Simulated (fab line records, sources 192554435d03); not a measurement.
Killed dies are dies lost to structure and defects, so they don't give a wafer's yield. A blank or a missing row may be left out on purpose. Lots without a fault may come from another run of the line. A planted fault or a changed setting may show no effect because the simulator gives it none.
Split-lot experiment | flow n5_finfet | 7 lots, 39 wafers read, on a route of 1938 steps

THE SPLIT
At N5_DUMMY_GATE_ETCH_37 (etches SOC in N2/H2, target depth 60 nm, overetch 30 nm), the setting source_w was moved away from the recipe's 840 W on 9 of the 39 wafers read, by -16.1% to +17.6%. The other wafers ran this setting at the recipe's value.

The reading is taken at the split's own step.

THE READING
rf_vpp_V, in V, at N5_DUMMY_GATE_ETCH_37 (etches SOC in N2/H2, target depth 60 nm, overetch 30 nm). Fault-free wafers of this fab line usually give 524.7 V, standard deviation 2.2 V.

wafer  | tool, chamber at the split | source_w as run, W | against the recipe | rf_vpp_V, V | against lot-mates on the recipe
L074.1 | rie_diel-03, 0             | 704.4              | -16.1%             | 559.8       | +36.0
L074.2 | rie_diel-03, 2             | 704.4              | -16.1%             | 552.7       | +28.9
L074.3 | rie_diel-03, 1             | 840                | recipe             | 525.0       | -
L074.4 | rie_diel-03, 1             | 840                | recipe             | 523.0       | -
L074.5 | rie_diel-03, 0             | 704.4              | -16.1%             | 558.1       | +34.3
L074.6 | rie_diel-03, 2             | 840                | recipe             | 523.4       | -
L081.2 | rie_diel-01, 1             | 840                | recipe             | 522.2       | -
L081.4 | rie_diel-01, 0             | 840                | recipe             | 527.3       | -
L081.5 | rie_diel-01, 1             | 840                | recipe             | 522.4       | -
L084.1 | rie_diel-02, 0             | 987.7              | +17.6%             | 497.8       | -26.9
L084.2 | rie_diel-02, 2             | 840                | recipe             | 525.8       | -
L084.3 | rie_diel-02, 3             | 840                | recipe             | 522.0       | -
L084.4 | rie_diel-02, 1             | 987.7              | +17.6%             | 494.1       | -30.6
L084.5 | rie_diel-02, 1             | 987.7              | +17.6%             | 494.8       | -29.9
L084.6 | rie_diel-02, 2             | 840                | recipe             | 526.3       | -
L093.1 | rie_diel-03, 0             | 840                | recipe             | 527.1       | -
L093.2 | rie_diel-03, 1             | 840                | recipe             | 523.3       | -
L093.3 | rie_diel-03, 2             | 840                | recipe             | 524.0       | -
L093.4 | rie_diel-03, 3             | 840                | recipe             | 529.4       | -
L093.5 | rie_diel-03, 3             | 840                | recipe             | 528.6       | -
L093.6 | rie_diel-03, 0             | 840                | recipe             | 526.7       | -
L094.1 | rie_diel-01, 1             | 840                | recipe             | 522.3       | -
L094.2 | rie_diel-01, 0             | 840                | recipe             | 528.1       | -
L094.3 | rie_diel-01, 3             | 840                | recipe             | 523.5       | -
L094.4 | rie_diel-01, 2             | 840                | recipe             | 525.5       | -
L094.5 | rie_diel-01, 1             | 840                | recipe             | 522.4       | -
L094.6 | rie_diel-01, 0             | 840                | recipe             | 527.4       | -
L095.1 | rie_diel-01, 0             | 840                | recipe             | 526.1       | -
L095.2 | rie_diel-01, 3             | 840                | recipe             | 521.8       | -
L095.3 | rie_diel-01, 1             | 840                | recipe             | 520.3       | -
L095.4 | rie_diel-01, 2             | 840                | recipe             | 524.3       | -
L095.5 | rie_diel-01, 0             | 840                | recipe             | 526.5       | -
L095.6 | rie_diel-01, 1             | 840                | recipe             | 521.8       | -
L097.1 | rie_diel-03, 0             | 840                | recipe             | 525.0       | -
L097.2 | rie_diel-03, 2             | 840                | recipe             | 522.6       | -
L097.3 | rie_diel-03, 3             | 773.9              | -7.9%              | 543.5       | +19.5
L097.4 | rie_diel-03, 1             | 773.9              | -7.9%              | 537.6       | +13.6
L097.5 | rie_diel-03, 1             | 840                | recipe             | 524.4       | -
L097.6 | rie_diel-03, 0             | 773.9              | -7.9%              | 541.8       | +17.8

THE FIT
A straight line over all 39 wafers: rf_vpp_V changes by -1.83 V for each +1% of source_w; r = -0.98; the points scatter about the line by 2.7 V.
The same after taking each lot's own level away (the mean of its wafers on the recipe; 39 wafers): -1.86 V for each +1%; r = -0.98; scatter 2.6 V.
On that fit, the largest move of source_w shifts the reading by 33 V.
The lots' own levels span 523.47 to 526.52 V, that is 1.4 times the standard deviation above.
So the lot-to-lot level changes the slope little: the two slopes agree.
Check: with one of the wafers moved furthest among these (+17.6%) left out of the fit, the line predicts -33.3 V for it against its lot-mates. It came out at -26.9 V against them.
Tool readings at the split's step, against how far the setting was moved: rf_vpp_V r = -0.98.

OTHER SPLITS ON THESE WAFERS
These wafers also went through other splits before the reading. Each is held against what the fit with the lots' levels taken away leaves over:
other split on the same wafers  | wafers away from the commonest value | r with rf_vpp_V (lot level and that fit taken away)
N5_DUMMY_GATE_EXPOSE_12 dose_mj | 12                                   | +0.05

THE FILE'S OWN FIT
rf_vpp_V changes by -1.87 V for each +1% of source_w, r = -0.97.
